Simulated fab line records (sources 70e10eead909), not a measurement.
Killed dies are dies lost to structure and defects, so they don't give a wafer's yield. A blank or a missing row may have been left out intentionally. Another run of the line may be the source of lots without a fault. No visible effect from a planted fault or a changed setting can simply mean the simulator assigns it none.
Chamber matching	flow nand_harc	NHARC_A_WL_FILL_ALD_00 on ald_hk-04: 4 sister chambers
The step deposits Al2O3, target thk 3 nm, pulse time 3 s, ald cycles 30. 14 wafers are shown with their chamber, then 7 later ones without.

EACH WAFER AND ITS CHAMBER
wafer	chamber	heater_power_w (W)	precursor_pulse_height_rel
L074.2	2	414	0.994
L074.3	3	558	0.997
L074.5	3	537	1.030
L080.4	0	416	1.008
L080.5	3	597	1.017
L080.6	2	414	0.971
L083.1	2	415	0.990
L083.2	0	412	1.006
L083.6	3	580	0.960
L085.2	3	574	0.984
L085.3	0	405	0.986
L085.6	1	555	0.998
L090.3	1	567	1.013
L090.5	3	584	1.008

SIGNATURES (means of the wafers above)
reading	chamber 0	chamber 1	chamber 2	chamber 3	scatter within a chamber
heater_power_w	411.00	561.00	414.33	571.67	15.5
precursor_pulse_height_rel	1.00000	1.00550	0.98500	0.99933	0.0196
Rule: a wafer's distance from a chamber is the root of the sum, over the readings, of the square of ((its reading less the chamber's mean) divided by the reading's scatter). The wafer belongs to the nearest chamber; if the next one is less than 2 further off, it can't be placed. The scatter is the square root of a quotient: the sum, over the shown wafers, of each reading's squared deviation from its chamber's mean, divided by wafers minus chambers.

WAFERS MISSING THEIR CHAMBER
wafer	heater_power_w (W)	precursor_pulse_height_rel
L090.6	420	1.005
L097.1	567	0.993
L097.3	564	1.014
L097.6	562	1.011
L096.1	580	0.994
L096.2	414	1.036
L096.4	552	0.963

WHICH CHAMBER EACH ONE RAN IN
wafer	from the rows above	in truth
L090.6	can't be placed: 0 or 2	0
L097.1	can't be placed: 3 or 1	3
L097.3	can't be placed: 1 or 3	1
L097.6	can't be placed: 1 or 3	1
L096.1	can't be placed: 3 or 1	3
L096.2	can't be placed: 0 or 2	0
L096.4	can't be placed: 1 or 3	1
Correct placement for 0 of the 7. From these rows, 7 cannot be placed; in 7 the true chamber is one of the candidates. 0 placed wrongly.
